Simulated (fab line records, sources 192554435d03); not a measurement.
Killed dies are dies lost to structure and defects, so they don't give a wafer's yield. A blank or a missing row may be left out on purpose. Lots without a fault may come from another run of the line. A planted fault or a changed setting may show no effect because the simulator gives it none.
Which tool did it? | flow n5_finfet | 9 lots, 27 wafers sampled, at 6 steps of a route of 1938

WHAT THE GAUGES READ, wafer by wafer
N5_HKMG_FIN_THK_MEAS_70: measures by xrf.
lot  | measured    | on            | HK_THK (nm)
L952 | day 4 08:10 | film_metro-02 | 1.616 1.656 1.664
L955 | day 5 01:40 | film_metro-01 | 1.605 1.601 1.606
L956 | day 5 12:25 | film_metro-02 | 1.593 1.612 1.633
L968 | day 8 10:46 | film_metro-02 | 1.625 1.594 1.638
L969 | day 8 21:24 | film_metro-01 | 1.585 1.594 1.581
L971 | day 9 02:52 | film_metro-02 | 1.632 1.607 1.617
L972 | day 9 10:56 | film_metro-02 | 1.613 1.576 1.643
L973 | day 9 16:02 | film_metro-02 | 1.610 1.596 1.614
L974 | day 9 20:49 | film_metro-01 | 1.585 1.591 1.600

N5_HKMG_FIN_INSPECT_14: inspects for defects (macro).
lot  | measured    | on                | raw_defect_count
L952 | day 4 09:06 | defect_inspect-01 | 5 1 2
L955 | day 5 02:29 | defect_inspect-02 | 0 2 2
L956 | day 5 13:14 | defect_inspect-02 | 2 2 3
L968 | day 8 11:35 | defect_inspect-01 | >300 >300 >300
L969 | day 8 22:19 | defect_inspect-01 | >300 >300 >300
L971 | day 9 03:49 | defect_inspect-01 | 0 1 3
L972 | day 9 11:52 | defect_inspect-02 | >300 >300 >300
L973 | day 9 16:58 | defect_inspect-02 | 3 4 5
L974 | day 9 21:44 | defect_inspect-01 | 4 2 3

N5_BEOL_M4_RC_MEAS_101.
lot  | measured     | on        | DIBL_N (mV/V)  | DIBL_P (mV/V)  | IOFF_N (nA/um) | IOFF_P (nA/um) | ION_N (uA/um) | ION_P (uA/um) | SS_N (mV/dec)  | SS_P (mV/dec)  | VT_N (mV)   | VT_P (mV)
L952 | day 8 10:36  | prober-01 | 38.6 37.0 36.2 | 39.1 37.7 36.8 | 0.22 0.19 0.18 | 0.26 0.24 0.22 | 692 684 683   | 468 467 464   | 71.6 71.2 71.8 | 73.7 73.8 73.9 | 248 246 245 | -250 -248 -250
L955 | day 9 06:21  | prober-02 | 35.2 36.7 34.6 | 35.2 36.1 35.2 | 0.14 0.16 0.13 | 0.18 0.18 0.17 | 681 673 665   | 460 455 461   | 71.1 71.7 70.6 | 73.5 72.3 72.1 | 251 251 250 | -251 -254 -252
L956 | day 9 23:21  | prober-02 | 34.2 31.3 34.5 | 32.2 29.9 33.6 | 0.12 0.10 0.13 | 0.14 0.12 0.16 | 656 651 661   | 450 447 454   | 71.6 70.8 70.8 | 72.6 72.2 72.6 | 253 254 250 | -257 -256 -257
L968 | day 12 15:52 | prober-02 | 34.0 35.0 33.0 | 35.0 35.1 33.5 | 0.12 0.13 0.11 | 0.19 0.19 0.17 | 664 669 653   | 466 453 459   | 70.8 71.7 70.2 | 73.1 73.5 72.1 | 256 253 256 | -253 -253 -252
L969 | day 14 00:33 | prober-01 | 33.4 39.1 38.7 | 32.6 40.0 39.9 | 0.12 0.22 0.21 | 0.18 0.32 0.30 | 668 695 685   | 465 480 468   | 70.8 72.0 72.5 | 72.4 74.7 74.8 | 254 245 247 | -252 -243 -247
L971 | day 13 21:14 | prober-02 | 38.0 38.9 38.2 | 38.2 39.1 38.4 | 0.18 0.20 0.18 | 0.23 0.27 0.23 | 675 683 682   | 462 470 469   | 71.4 72.0 72.5 | 74.1 74.2 74.7 | 250 248 248 | -248 -247 -247
L972 | day 14 02:49 | prober-02 | 36.8 38.6 34.2 | 36.9 37.4 32.8 | 0.16 0.20 0.13 | 0.20 0.21 0.16 | 672 692 664   | 463 465 452   | 71.1 71.9 71.2 | 73.5 73.9 71.9 | 249 247 252 | -253 -251 -254
L973 | day 13 23:46 | prober-01 | 39.8 35.9 35.3 | 39.3 36.6 35.1 | 0.24 0.17 0.15 | 0.29 0.23 0.21 | 696 690 669   | 470 464 467   | 72.4 71.0 71.4 | 74.2 72.5 72.7 | 243 247 251 | -246 -247 -252
L974 | day 14 05:08 | prober-01 | 34.0 35.2 35.9 | 33.6 34.5 34.8 | 0.12 0.14 0.15 | 0.18 0.19 0.19 | 669 666 673   | 459 456 456   | 71.1 71.7 71.7 | 73.0 73.5 72.7 | 253 252 250 | -252 -254 -253

WHICH TOOL RAN EACH LOT (tool, then ch and the chambers of the sampled wafers, then the start)
lot  | N5_HKMG_FIN_ALD_36                 | N5_HKMG_FIN_STRIP_34              | N5_HKMG_FIN_ALD_91
L952 | ald_metal-03 ch 0,2,3, day 4 07:53 | rie_diel-02 ch 1,2,3, day 4 09:40 | ald_metal-02 ch 0,2, day 4 10:22
L955 | ald_metal-03 ch 0,1,2, day 5 01:22 | rie_diel-02 ch 0,2,3, day 5 03:28 | ald_metal-02 ch 1,2,3, day 5 04:10
L956 | ald_metal-03 ch 0,1,2, day 5 12:08 | rie_diel-02 ch 0,1,2, day 5 14:17 | ald_metal-04 ch 1,3, day 5 14:58
L968 | ald_metal-03 ch 1,2, day 8 10:29   | rie_diel-04 ch 1,3, day 8 12:24   | ald_metal-03 ch 0,1,2, day 8 13:08
L969 | ald_metal-03 ch 1,2, day 8 21:07   | rie_diel-02 ch 1,3, day 8 22:37   | ald_metal-03 ch 0,2,3, day 8 23:19
L971 | ald_metal-04 ch 0,3, day 9 02:35   | rie_diel-02 ch 0,1, day 9 04:11   | ald_metal-02 ch 1,3, day 9 04:53
L972 | ald_metal-03 ch 1,3, day 9 10:39   | rie_diel-01 ch 0,3, day 9 12:11   | ald_metal-04 ch 2,3, day 9 12:53
L973 | ald_metal-04 ch 0,2,3, day 9 15:46 | rie_diel-02 ch 0,1, day 9 17:17   | ald_metal-03 ch 2,3, day 9 17:59
L974 | ald_metal-04 ch 0,2,3, day 9 20:32 | rie_diel-04 ch 0,1, day 9 22:25   | ald_metal-03 ch 0,1,2, day 9 23:07
- N5_HKMG_FIN_ALD_36: deposits TiN, target thk 1 nm, pulse time 1 s, purge time 3 s.
- N5_HKMG_FIN_STRIP_34: strips in CF4.
- N5_HKMG_FIN_ALD_91: deposits TiN, target thk 1 nm, pulse time 1 s, purge time 3 s.

WHAT THE TOOLS THEMSELVES READ (means of the sampled wafers that have a number; where no wafer has one, the mark that the record gives instead)
N5_HKMG_FIN_ALD_36.
lot  | tool         | heater_power_w (W) | precursor_pulse_height_rel
L952 | ald_metal-03 | 806                | 0.994
L955 | ald_metal-03 | 826                | 1.009
L956 | ald_metal-03 | 827                | 1.012
L968 | ald_metal-03 | 847                | 1.012
L969 | ald_metal-03 | 840                | 1.010
L971 | ald_metal-04 | 776                | 1.013
L972 | ald_metal-03 | 812                | 0.986
L973 | ald_metal-04 | 820                | 1.007
L974 | ald_metal-04 | 814                | 1.014

N5_HKMG_FIN_STRIP_34.
lot  | tool        | drypump_motor_current_A (A) | oes_product_au (a.u.) | rf_vpp_V (V) | showerhead_plenum_p_Torr (Torr) | throttle_valve_pct (%)
L952 | rie_diel-02 | 5.9                         | 0.84                  | 271.6        | 1.79                            | 13.43
L955 | rie_diel-02 | 5.6                         | 0.81                  | 271.3        | 1.81                            | 13.46
L956 | rie_diel-02 | 5.7                         | 0.80                  | 270.2        | 1.76                            | 13.61
L968 | rie_diel-04 | 5.5                         | 0.81                  | 271.4        | 1.79                            | 13.51
L969 | rie_diel-02 | 6.0                         | 0.75                  | 270.4        | 1.77                            | 13.56
L971 | rie_diel-02 | 5.5                         | 0.71                  | 271.0        | 1.76                            | 13.74
L972 | rie_diel-01 | 6.2                         | 0.79                  | 270.0        | 1.75                            | 13.58
L973 | rie_diel-02 | 5.5                         | 0.71                  | 270.4        | 1.76                            | 13.76
L974 | rie_diel-04 | 5.6                         | 0.77                  | 269.3        | 1.74                            | 13.59

N5_HKMG_FIN_ALD_91.
lot  | tool         | heater_power_w (W) | precursor_pulse_height_rel
L952 | ald_metal-02 | 954                | 0.984
L955 | ald_metal-02 | 819                | 1.008
L956 | ald_metal-04 | 870                | 0.999
L968 | ald_metal-03 | 819                | 0.999
L969 | ald_metal-03 | 813                | 1.006
L971 | ald_metal-02 | 855                | 1.004
L972 | ald_metal-04 | 874                | 0.992
L973 | ald_metal-03 | 860                | 0.996
L974 | ald_metal-03 | 822                | 0.995

THE ANSWER, worked out from the rows above alone
Rule: what is usual is taken from the lots themselves. Put in order of their means at a reading, lots are off if they are a third of the lots or fewer, leave a main group of 4 or more, and stand apart from it by a gap of 3 or more times the standard deviation of the main group's means; of several such gaps the widest counts. A main group whose means are all the same, to the digits that the tables above print for the reading, isn't used. A lot without any number at a reading at which 4 lots or more have one is off too. The other lots that the step has rows for count as sound. The gauges are gone through in route order, then the tools' own readings, and for those a lot's mean is taken as printed above. The first step at which some lot is off is used, and at that step the reading that is off furthest; a lot without a number counts as furthest.
Off: L968, L969, L972, at N5_HKMG_FIN_INSPECT_14 (raw_defect_count). Without a number there: L968, L969, L972. The main group: mean 2.4, standard deviation 0.94.
A tool fits if, at a process step before that reading, it ran every lot that is off, and no sound lot after the first of them. The gauges at N5_HKMG_FIN_INSPECT_14 are tried like those tools. One fits: ald_metal-03 at N5_HKMG_FIN_ALD_36. Its last sound lot is L956 (day 5 12:08), its first lot that is off L968 (day 8 10:29): a fault that began between those two fits.

WHAT THE SIMULATOR HAD PUT IN
Chamber particle source: ald_metal-03, from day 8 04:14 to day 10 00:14, at N5_HKMG_FIN_ALD_36. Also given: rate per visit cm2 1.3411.
Lots struck among those shown: L968, L969, L972. The rule above found the same.
